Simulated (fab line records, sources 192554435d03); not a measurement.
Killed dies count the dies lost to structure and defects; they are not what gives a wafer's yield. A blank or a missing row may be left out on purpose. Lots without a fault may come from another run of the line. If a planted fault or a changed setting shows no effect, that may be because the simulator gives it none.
Matching of chambers :: flow n5-finfet :: rie-si-05 running N5_FIN_CUT_CUT_ETCH_28: 4 sister chambers
The step etches Si in HBr/Cl2/O2, target depth 6 nm, time 2.4 s. 4 wafers are shown with their chamber, then 11 later ones without.

== WAFERS PAIRED WITH THEIR CHAMBERS ==
wafer: L085.4
chamber: 2
throttle-valve-pct (%): 37.7

wafer: L087.5
chamber: 0
throttle-valve-pct (%): 36.3

wafer: L088.2
chamber: 3
throttle-valve-pct (%): 36.9

wafer: L090.1
chamber: 1
throttle-valve-pct (%): 37.7

== WAFERS WHOSE CHAMBER IS MISSING ==
wafer: L090.2
throttle-valve-pct (%): 36.3

wafer: L090.3
throttle-valve-pct (%): 36.9

wafer: L092.1
throttle-valve-pct (%): 37.8

wafer: L092.4
throttle-valve-pct (%): 36.9

wafer: L092.6
throttle-valve-pct (%): 36.9

wafer: L093.3
throttle-valve-pct (%): 36.9

wafer: L093.4
throttle-valve-pct (%): 36.3

wafer: L093.5
throttle-valve-pct (%): 37.7

wafer: L097.1
throttle-valve-pct (%): 37.7

wafer: L097.3
throttle-valve-pct (%): 36.9

wafer: L097.5
throttle-valve-pct (%): 37.7

== THE CHAMBER EACH PASSED THROUGH ==
wafer: L090.2
from the rows above: 0
in truth: 0

wafer: L090.3
from the rows above: 3
in truth: 3

wafer: L092.1
from the rows above: can't be placed: 1 or 2
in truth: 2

wafer: L092.4
from the rows above: 3
in truth: 3

wafer: L092.6
from the rows above: 3
in truth: 3

wafer: L093.3
from the rows above: 3
in truth: 3

wafer: L093.4
from the rows above: 0
in truth: 0

wafer: L093.5
from the rows above: can't be placed: 1 or 2
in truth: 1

wafer: L097.1
from the rows above: can't be placed: 1 or 2
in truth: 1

wafer: L097.3
from the rows above: 3
in truth: 3

wafer: L097.5
from the rows above: can't be placed: 1 or 2
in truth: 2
Placed correctly: 7 of 11. These rows do not allow placing 4 (true chamber among the candidates in 4). Wrongly placed: 0.
How it was worked out, from the rows above alone: a wafer's distance from a chamber is the root of the sum, over the readings, of the square of ((its reading less the chamber's mean) divided by the reading's scatter). The wafer belongs to the nearest chamber; if the next one is less than 2 further off, it can't be placed. The mean given for a chamber averages the wafers shown for that chamber. The scatter (one wafer shown for each chamber): square how far every hidden wafer sits from the nearest shown wafer, average those squares and take the square root.
